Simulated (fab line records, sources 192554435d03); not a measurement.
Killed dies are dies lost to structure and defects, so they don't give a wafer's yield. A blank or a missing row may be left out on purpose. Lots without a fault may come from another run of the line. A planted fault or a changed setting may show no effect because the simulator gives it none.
Which tool did it? | flow n5_finfet | 24 lots, 72 wafers sampled, at 6 steps of a route of 1938

WHAT THE GAUGES READ, wafer by wafer
N5_BEOL_M4_CD_MEAS_18: pitch 36 nm, target cd 18 nm.
lot  | measured     | on        | cd_nm (nm)
L074 | day 8 05:02  | cd_sem-03 | 17.7 18.3 18.0
L076 | day 8 08:01  | cd_sem-03 | 17.3 17.6 17.6
L075 | day 8 08:11  | cd_sem-03 | 18.4 19.0 18.3
L077 | day 8 11:31  | cd_sem-03 | 18.1 17.5 18.0
L078 | day 8 21:23  | cd_sem-02 | 18.7 18.2 18.8
L080 | day 8 22:12  | cd_sem-02 | 17.5 18.3 18.2
L079 | day 8 23:29  | cd_sem-03 | 17.5 17.7 17.3
L082 | day 9 22:45  | cd_sem-01 | 17.6 18.1 18.3
L081 | day 9 22:59  | cd_sem-01 | 17.6 17.8 18.5
L084 | day 10 07:40 | cd_sem-01 | 17.1 18.1 18.5
L083 | day 10 08:04 | cd_sem-02 | 17.5 18.1 18.0
L085 | day 10 23:08 | cd_sem-01 | 18.6 17.9 18.3
L087 | day 11 00:11 | cd_sem-02 | 18.2 17.3 17.6
L088 | day 11 07:44 | cd_sem-01 | 18.3 18.2 18.2
L086 | day 11 11:36 | cd_sem-03 | 18.2 18.0 17.9
L089 | day 11 12:11 | cd_sem-02 | 17.2 17.7 17.2
L091 | day 11 16:35 | cd_sem-03 | 17.9 17.8 17.7
L090 | day 11 20:33 | cd_sem-02 | 18.5 18.0 18.4
L092 | day 12 09:36 | cd_sem-01 | 17.6 17.2 18.1
L093 | day 12 16:06 | cd_sem-03 | 17.8 17.2 17.4
L094 | day 13 01:07 | cd_sem-03 | 18.2 17.9 18.2
L095 | day 13 02:08 | cd_sem-02 | 17.8 17.5 17.7
L097 | day 13 20:52 | cd_sem-02 | 17.4 17.4 17.5
L096 | day 13 21:55 | cd_sem-03 | 17.9 18.0 17.8

N5_BEOL_M4_OCD_MEAS_38.
lot  | measured     | on     | trench_depth_nm (nm)
L074 | day 8 11:06  | ocd-01 | 57.2 56.2 56.1
L076 | day 9 01:26  | ocd-01 | 57.7 56.6 56.8
L075 | day 8 11:20  | ocd-01 | 56.3 56.4 57.0
L077 | day 9 02:11  | ocd-02 | 56.9 56.8 55.0
L078 | day 9 04:59  | ocd-02 | 57.6 56.3 57.4
L080 | day 9 05:14  | ocd-02 | 56.3 56.2 56.0
L079 | day 9 07:57  | ocd-02 | 56.6 57.8 57.5
L082 | day 10 05:58 | ocd-01 | 57.6 56.3 56.1
L081 | day 10 06:08 | ocd-02 | 54.4 56.2 55.9
L084 | day 10 09:13 | ocd-01 | 56.3 56.9 56.6
L083 | day 10 09:13 | ocd-01 | 55.7 57.4 55.4
L085 | day 11 06:49 | ocd-02 | 56.3 54.8 56.7
L087 | day 11 07:17 | ocd-01 | 56.1 56.4 54.4
L088 | day 11 11:05 | ocd-02 | 58.1 55.8 55.5
L086 | day 11 14:23 | ocd-01 | 56.5 56.2 55.4
L089 | day 11 14:53 | ocd-01 | 57.0 56.5 57.8
L091 | day 12 01:26 | ocd-02 | 57.0 57.9 58.1
L090 | day 12 10:35 | ocd-01 | 55.8 55.5 57.8
L092 | day 12 14:50 | ocd-01 | 55.4 57.5 54.1
L093 | day 12 18:17 | ocd-02 | 56.6 56.9 59.4
L094 | day 13 09:19 | ocd-01 | 57.3 58.5 56.6
L095 | day 13 09:30 | ocd-02 | 57.0 57.4 59.0
L097 | day 14 08:40 | ocd-02 | 57.9 53.7 58.7
L096 | day 14 08:56 | ocd-01 | 56.5 57.5 57.5

N5_BEOL_M4_INSPECT_59: inspects for defects (darkfield).
lot  | measured     | on                | raw_defect_count
L074 | day 8 15:28  | defect_inspect-02 | 60 159 101
L076 | day 9 05:56  | defect_inspect-01 | 63 62 87
L075 | day 8 15:34  | defect_inspect-01 | 62 90 84
L077 | day 9 06:16  | defect_inspect-02 | 83 87 80
L078 | day 9 08:46  | defect_inspect-02 | 66 64 96
L080 | day 9 10:26  | defect_inspect-02 | 77 113 70
L079 | day 9 12:07  | defect_inspect-01 | 163 123 77
L082 | day 10 09:53 | defect_inspect-01 | 46 69 61
L081 | day 10 10:20 | defect_inspect-02 | 63 43 51
L084 | day 10 14:39 | defect_inspect-02 | 132 103 81
L083 | day 10 14:23 | defect_inspect-02 | 88 61 85
L085 | day 11 11:11 | defect_inspect-01 | 44 44 44
L087 | day 11 12:40 | defect_inspect-02 | 166 189 187
L088 | day 11 15:21 | defect_inspect-01 | 94 84 123
L086 | day 11 18:18 | defect_inspect-01 | 63 30 35
L089 | day 11 20:37 | defect_inspect-01 | 112 70 81
L091 | day 12 05:47 | defect_inspect-02 | 58 44 56
L090 | day 12 14:49 | defect_inspect-01 | 64 64 83
L092 | day 12 19:34 | defect_inspect-01 | 63 60 63
L093 | day 12 22:19 | defect_inspect-01 | 30 51 50
L094 | day 13 14:51 | defect_inspect-01 | 92 77 65
L095 | day 13 15:33 | defect_inspect-01 | 123 130 108
L097 | day 14 14:01 | defect_inspect-02 | 79 69 53
L096 | day 14 15:17 | defect_inspect-02 | 75 48 99

WHICH TOOL RAN EACH LOT (tool, then ch and the chambers of the sampled wafers, then the start)
lot  | N5_BEOL_M3_SPUTTER_92        | N5_BEOL_M4_ETCH_77                 | N5_BEOL_M4_ANNEAL_87
L074 | pvd_sputter-03, day 8 00:41  | rie_diel-05 ch 0,1,3, day 8 05:31  | pvd_sputter-02, day 8 13:07
L076 | pvd_sputter-03, day 8 03:44  | rie_diel-05 ch 2,3, day 8 08:37    | pvd_sputter-01, day 9 03:47
L075 | pvd_sputter-01, day 8 03:46  | rie_diel-01 ch 1,2, day 8 08:41    | pvd_sputter-01, day 8 13:14
L077 | pvd_sputter-01, day 8 06:43  | rie_diel-03 ch 0,2, day 8 12:07    | pvd_sputter-02, day 9 04:11
L078 | pvd_sputter-03, day 8 15:21  | rie_diel-03 ch 0,1,3, day 8 22:35  | pvd_sputter-01, day 9 06:32
L080 | pvd_sputter-03, day 8 17:31  | rie_diel-01 ch 1,3, day 8 23:20    | pvd_sputter-03, day 9 08:19
L079 | pvd_sputter-02, day 8 19:04  | rie_diel-01 ch 0,1,2, day 9 00:07  | pvd_sputter-02, day 9 09:58
L082 | pvd_sputter-03, day 9 19:17  | rie_diel-03 ch 0,2,3, day 9 23:14  | pvd_sputter-01, day 10 07:44
L081 | pvd_sputter-01, day 9 19:19  | rie_diel-05 ch 0,1,2, day 9 23:35  | pvd_sputter-03, day 10 08:12
L084 | pvd_sputter-03, day 10 04:20 | rie_diel-03 ch 0,1,3, day 10 08:08 | pvd_sputter-01, day 10 12:26
L083 | pvd_sputter-02, day 10 04:29 | rie_diel-05 ch 0,2, day 10 08:35   | pvd_sputter-02, day 10 12:17
L085 | pvd_sputter-02, day 10 16:43 | rie_diel-01 ch 0,3, day 10 23:47   | pvd_sputter-02, day 11 09:05
L087 | pvd_sputter-02, day 10 19:35 | rie_diel-03 ch 1,2, day 11 00:40   | pvd_sputter-01, day 11 10:13
L088 | pvd_sputter-01, day 11 03:13 | rie_diel-05 ch 0,1,2, day 11 08:13 | pvd_sputter-02, day 11 13:10
L086 | pvd_sputter-02, day 11 06:23 | rie_diel-03 ch 1,3, day 11 12:26   | pvd_sputter-03, day 11 16:07
L089 | pvd_sputter-03, day 11 06:32 | rie_diel-05 ch 0,1,3, day 11 12:47 | pvd_sputter-03, day 11 18:22
L091 | pvd_sputter-03, day 11 13:41 | rie_diel-05 ch 2,3, day 11 17:04   | pvd_sputter-02, day 12 03:40
L090 | pvd_sputter-02, day 11 16:56 | rie_diel-03 ch 0,1,3, day 11 21:01 | pvd_sputter-02, day 12 12:37
L092 | pvd_sputter-01, day 12 05:59 | rie_diel-05 ch 1,3, day 12 10:05   | pvd_sputter-02, day 12 17:22
L093 | pvd_sputter-02, day 12 10:26 | rie_diel-05 ch 0,1, day 12 16:41   | pvd_sputter-01, day 12 20:01
L094 | pvd_sputter-02, day 12 21:21 | rie_diel-03 ch 0,2,3, day 13 01:36 | pvd_sputter-02, day 13 12:42
L095 | pvd_sputter-03, day 12 22:41 | rie_diel-01 ch 0,1,2, day 13 02:37 | pvd_sputter-03, day 13 13:25
L097 | pvd_sputter-03, day 13 17:26 | rie_diel-01 ch 0,1, day 13 21:31   | pvd_sputter-02, day 14 11:51
L096 | pvd_sputter-01, day 13 19:07 | rie_diel-05 ch 1,2,3, day 13 22:35 | pvd_sputter-01, day 14 12:49
- N5_BEOL_M3_SPUTTER_92: material Cu, target thk 4.5 nm, time 8.29 s.
- N5_BEOL_M4_ETCH_77: etches underlayer in N2/H2, target depth 6.5 nm, time 5.2 s.
- N5_BEOL_M4_ANNEAL_87: time 240 s.

WHAT THE TOOLS THEMSELVES READ (means of the sampled wafers that have a number; where no wafer has one, the mark that the record gives instead)
N5_BEOL_M3_SPUTTER_92.
lot  | tool           | susceptor_temp_C (C) | throttle_valve_pct (%)
L074 | pvd_sputter-03 | -20.05               | 30.4
L076 | pvd_sputter-03 | -19.89               | 30.2
L075 | pvd_sputter-01 | -20.04               | 30.5
L077 | pvd_sputter-01 | -19.99               | 30.4
L078 | pvd_sputter-03 | -20.06               | 31.1
L080 | pvd_sputter-03 | -19.91               | 29.7
L079 | pvd_sputter-02 | -20.02               | 30.3
L082 | pvd_sputter-03 | -20.00               | 30.9
L081 | pvd_sputter-01 | -20.03               | 30.7
L084 | pvd_sputter-03 | -19.98               | 30.7
L083 | pvd_sputter-02 | -19.83               | 30.5
L085 | pvd_sputter-02 | -19.98               | 30.4
L087 | pvd_sputter-02 | -19.92               | 30.2
L088 | pvd_sputter-01 | -20.02               | 30.4
L086 | pvd_sputter-02 | -19.95               | 30.1
L089 | pvd_sputter-03 | -20.03               | 31.1
L091 | pvd_sputter-03 | -20.01               | 29.0
L090 | pvd_sputter-02 | -19.98               | 30.5
L092 | pvd_sputter-01 | -19.96               | 31.2
L093 | pvd_sputter-02 | -19.79               | 30.2
L094 | pvd_sputter-02 | -19.97               | 30.7
L095 | pvd_sputter-03 | -20.00               | 31.0
L097 | pvd_sputter-03 | -20.12               | 30.2
L096 | pvd_sputter-01 | -20.06               | 30.5

N5_BEOL_M4_ETCH_77.
lot  | tool        | drypump_motor_current_A (A) | etch_rf_on_time_s (s) | n2_flow_sccm (sccm) | oes_product_au (a.u.) | rf_vpp_V (V) | showerhead_plenum_p_Torr (Torr) | throttle_valve_pct (%)
L074 | rie_diel-05 | 5.64                        | 5.11                  | 200.3               | 0.73                  | 525.7        | 2.52                            | 17.72
L076 | rie_diel-05 | 5.49                        | 4.82                  | 200.1               | 0.81                  | 523.1        | 2.49                            | 18.10
L075 | rie_diel-01 | 6.10                        | 5.13                  | 200.2               | 0.78                  | 526.1        | 2.61                            | 17.67
L077 | rie_diel-03 | 5.66                        | 5.05                  | 200.7               | 0.64                  | 521.5        | 2.50                            | 18.03
L078 | rie_diel-03 | 5.53                        | 4.94                  | 200.1               | 0.65                  | 522.8        | 2.52                            | 17.95
L080 | rie_diel-01 | 5.39                        | 5.21                  | 199.4               | 0.76                  | 528.0        | 2.69                            | 17.58
L079 | rie_diel-01 | 6.12                        | 5.07                  | 199.6               | 0.72                  | 525.6        | 2.59                            | 17.73
L082 | rie_diel-03 | 5.64                        | 5.01                  | 199.7               | 0.65                  | 524.4        | 2.54                            | 17.98
L081 | rie_diel-05 | 5.84                        | 5.08                  | 200.4               | 0.71                  | 522.2        | 2.53                            | 17.85
L084 | rie_diel-03 | 5.51                        | 4.96                  | 199.3               | 0.64                  | 522.4        | 2.52                            | 17.96
L083 | rie_diel-05 | 5.81                        | 5.04                  | 200.1               | 0.68                  | 523.1        | 2.52                            | 18.02
L085 | rie_diel-01 | 5.87                        | 5.01                  | 200.0               | 0.71                  | 524.8        | 2.59                            | 17.77
L087 | rie_diel-03 | 5.50                        | 5.01                  | 200.4               | 0.62                  | 520.4        | 2.39                            | 17.93
L088 | rie_diel-05 | 5.82                        | 5.00                  | 199.6               | 0.72                  | 523.5        | 2.53                            | 17.88
L086 | rie_diel-03 | 5.45                        | 4.91                  | 200.2               | 0.64                  | 521.3        | 2.44                            | 17.86
L089 | rie_diel-05 | 5.65                        | 5.05                  | 200.0               | 0.71                  | 523.2        | 2.51                            | 17.77
L091 | rie_diel-05 | 5.48                        | 4.83                  | 200.0               | 0.79                  | 523.2        | 2.48                            | 18.14
L090 | rie_diel-03 | 5.53                        | 4.91                  | 200.2               | 0.63                  | 524.8        | 2.51                            | 17.98
L092 | rie_diel-05 | 5.48                        | 5.02                  | 200.1               | 0.74                  | 522.8        | 2.50                            | 17.83
L093 | rie_diel-05 | 5.83                        | 5.25                  | 199.4               | 0.67                  | 524.1        | 2.54                            | 17.57
L094 | rie_diel-03 | 5.63                        | 5.00                  | 199.8               | 0.63                  | 523.2        | 2.53                            | 18.02
L095 | rie_diel-01 | 6.10                        | 5.10                  | 200.2               | 0.69                  | 525.0        | 2.58                            | 17.80
L097 | rie_diel-01 | 6.04                        | 5.25                  | 199.3               | 0.63                  | 525.7        | 2.60                            | 17.80
L096 | rie_diel-05 | 5.66                        | 4.96                  | 200.2               | 0.73                  | 523.1        | 2.50                            | 17.97

N5_BEOL_M4_ANNEAL_87.
lot  | tool           | heater_power_w (W) | susceptor_temp_C (C)
L074 | pvd_sputter-02 | 822                | 399.96
L076 | pvd_sputter-01 | 822                | 400.07
L075 | pvd_sputter-01 | 852                | 400.07
L077 | pvd_sputter-02 | 812                | 399.94
L078 | pvd_sputter-01 | 913                | 400.04
L080 | pvd_sputter-03 | 823                | 400.27
L079 | pvd_sputter-02 | 852                | 399.72
L082 | pvd_sputter-01 | 862                | 399.97
L081 | pvd_sputter-03 | 858                | 399.82
L084 | pvd_sputter-01 | 837                | 400.02
L083 | pvd_sputter-02 | 866                | 400.03
L085 | pvd_sputter-02 | 812                | 399.86
L087 | pvd_sputter-01 | 773                | 399.99
L088 | pvd_sputter-02 | 887                | 399.95
L086 | pvd_sputter-03 | 891                | 400.11
L089 | pvd_sputter-03 | 883                | 400.13
L091 | pvd_sputter-02 | 884                | 400.28
L090 | pvd_sputter-02 | 830                | 399.95
L092 | pvd_sputter-02 | 851                | 400.08
L093 | pvd_sputter-01 | 859                | 400.01
L094 | pvd_sputter-02 | 808                | 400.05
L095 | pvd_sputter-03 | 840                | 399.96
L097 | pvd_sputter-02 | 825                | 399.80
L096 | pvd_sputter-01 | 828                | 400.16

THE ANSWER, worked out from the rows above alone
Rule: what is usual is taken from the lots themselves. Put in order of their means at a reading, lots are off if they are a third of the lots or fewer, leave a main group of 4 or more, and stand apart from it by a gap of 3 or more times the standard deviation of the main group's means; of several such gaps the widest counts. A main group whose means are all the same, to the digits that the tables above print for the reading, isn't used. A lot without any number at a reading at which 4 lots or more have one is off too. The other lots that the step has rows for count as sound. The gauges are gone through in route order, then the tools' own readings, and for those a lot's mean is taken as printed above. The first step at which some lot is off is used, and at that step the reading that is off furthest; a lot without a number counts as furthest.
No lot is off at any reading shown: from this, nothing can be told.

WHAT THE SIMULATOR HAD PUT IN
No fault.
